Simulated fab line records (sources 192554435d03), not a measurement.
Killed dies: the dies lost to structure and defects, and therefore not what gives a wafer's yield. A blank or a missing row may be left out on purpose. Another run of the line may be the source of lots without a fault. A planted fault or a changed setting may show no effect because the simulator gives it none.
Split-lot trial | flow n5-finfet | 21 wafers read from 7 lots, route of 1938 steps

THE SPLIT ITSELF
At N5_SD_EPI_N_ETCH_35 (etches SOC in N2/H2, overetch 108 nm, time 486 s), the setting time-s was moved away from the recipe's 486 s on 4 of the 21 wafers read, by -19.8% to +20.7%. All remaining wafers had this setting at the recipe value.

FROM THE SPLIT TO THE READING: what the file shows between them, 3 steps
- N5_SD_EPI_N_STRIP_36: strips in N2/H2
- N5_SD_EPI_N_ETCHBACK_44: etches SiNx in CH3F/O2, stops on SiO2, target depth 14.5 nm
- N5_SD_EPI_N_ETCH_45: etches SiOCN in CH3F/O2, target depth 6 nm

THE READING
SiARC_of_SD_EPI_N_COAT_33.thk-nm (the simulator's own value, which no gauge read), in nm, at N5_SD_EPI_N_ETCH_16 (etches SiO2 in CHF3/O2, target depth 5 nm). There is no usual value for it anywhere in the file. Across the 17 wafers here that went through the recipe, the average is 12.6 nm and the standard deviation 0.74 nm.

wafer  | tool, chamber at the split | time-s as run, s | against the recipe | SiARC_of_SD_EPI_N_COAT_33.thk-nm, nm | against lot-mates on the recipe
L079.3 | rie-diel-03, 0             | 486              | recipe             | 12                                   | -
L079.6 | rie-diel-03, 0             | 486              | recipe             | 12                                   | -
L079.5 | rie-diel-03, 2             | 486              | recipe             | 10.6                                 | -
L081.2 | rie-diel-03, 2             | 486              | recipe             | 13.2                                 | -
L081.4 | rie-diel-03, 3             | 486              | recipe             | 13                                   | -
L081.6 | rie-diel-03, 2             | 447              | -8.0%              | 14.6                                 | +1.5
L087.2 | rie-diel-03, 1             | 556.1            | +14.4%             | 9.4                                  | -2.8
L087.3 | rie-diel-03, 2             | 486              | recipe             | 12.2                                 | -
L087.6 | rie-diel-03, 2             | 486              | recipe             | 12.2                                 | -
L090.1 | rie-diel-05, 2             | 586.5            | +20.7%             | 9.6                                  | -2.9
L090.2 | rie-diel-05, 1             | 486              | recipe             | 12.2                                 | -
L090.6 | rie-diel-05, 3             | 486              | recipe             | 12.8                                 | -
L091.1 | rie-diel-03, 2             | 486              | recipe             | 12.4                                 | -
L091.4 | rie-diel-03, 3             | 486              | recipe             | 13.4                                 | -
L091.5 | rie-diel-03, 1             | 486              | recipe             | 12.8                                 | -
L096.3 | rie-diel-03, 2             | 486              | recipe             | 13.6                                 | -
L096.5 | rie-diel-03, 0             | 486              | recipe             | 13.8                                 | -
L096.6 | rie-diel-03, 1             | 486              | recipe             | 13                                   | -
L097.3 | rie-diel-03, 3             | 389.8            | -19.8%             | 16.4                                 | +4.1
L097.4 | rie-diel-03, 2             | 486              | recipe             | 12.2                                 | -
L097.5 | rie-diel-03, 2             | 486              | recipe             | 12.4                                 | -

FIT RESULTS
A straight line over all 21 wafers: SiARC_of_SD_EPI_N_COAT_33.thk-nm changes by -0.183 nm for each +1% of time-s; r = -0.88; the points scatter about the line by 0.74 nm.
The same after taking each lot's own level away (the mean of its wafers on the recipe; 21 wafers): -0.178 nm for each +1%; r = -0.96; scatter 0.42 nm.
The reading moves by 3.7 nm for the largest change in time-s, on that fit.
Measured against the standard deviation above, the lots' own levels, which go from 11.53 to 13.47 nm, span 2.6 times it.
Consequently the slope shifts little with the lot-to-lot level, the two slopes agreeing.
Check: with one of the wafers moved furthest among these (+20.7%) left out of the fit, the line predicts -4.15 nm for it against its lot-mates. Against them it came out at -2.9 nm.

THE OTHER SPLITS THESE WAFERS WENT THROUGH
These wafers also went through other splits before the reading. Each is held against what the fit with the lots' levels taken away leaves over:
other split on the same wafers | wafers away from the commonest value | r with SiARC_of_SD_EPI_N_COAT_33.thk-nm (lot level and that fit taken away)
N5_DUMMY_GATE_COAT_34 spin-rpm | 6                                    | +0.14
N5_SD_EPI_N_COAT_33 spin-rpm   | 6                                    | -0.40

THE WHOLE CHAIN: every reading that the file lists as answering this split, in the file's order
step                | what it does                                     | reading                                                                           | change (the file's fit)               | r (the file's)
N5_SD_EPI_N_ETCH_35 | etches SOC in N2/H2, overetch 108 nm, time 486 s | SiARC_of_SD_EPI_N_COAT_33.thk-nm (the simulator's own value, which no gauge read) | -0.169 nm for each +1% of the setting | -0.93
N5_SD_EPI_N_ETCH_16 | etches SiO2 in CHF3/O2, target depth 5 nm        | SiARC_of_SD_EPI_N_COAT_33.thk-nm (the simulator's own value, which no gauge read) | -0.177 nm for each +1% of the setting | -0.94

FILE'S OWN FIT
SiARC_of_SD_EPI_N_COAT_33.thk-nm changes by -0.177 nm for each +1% of time-s, r = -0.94.
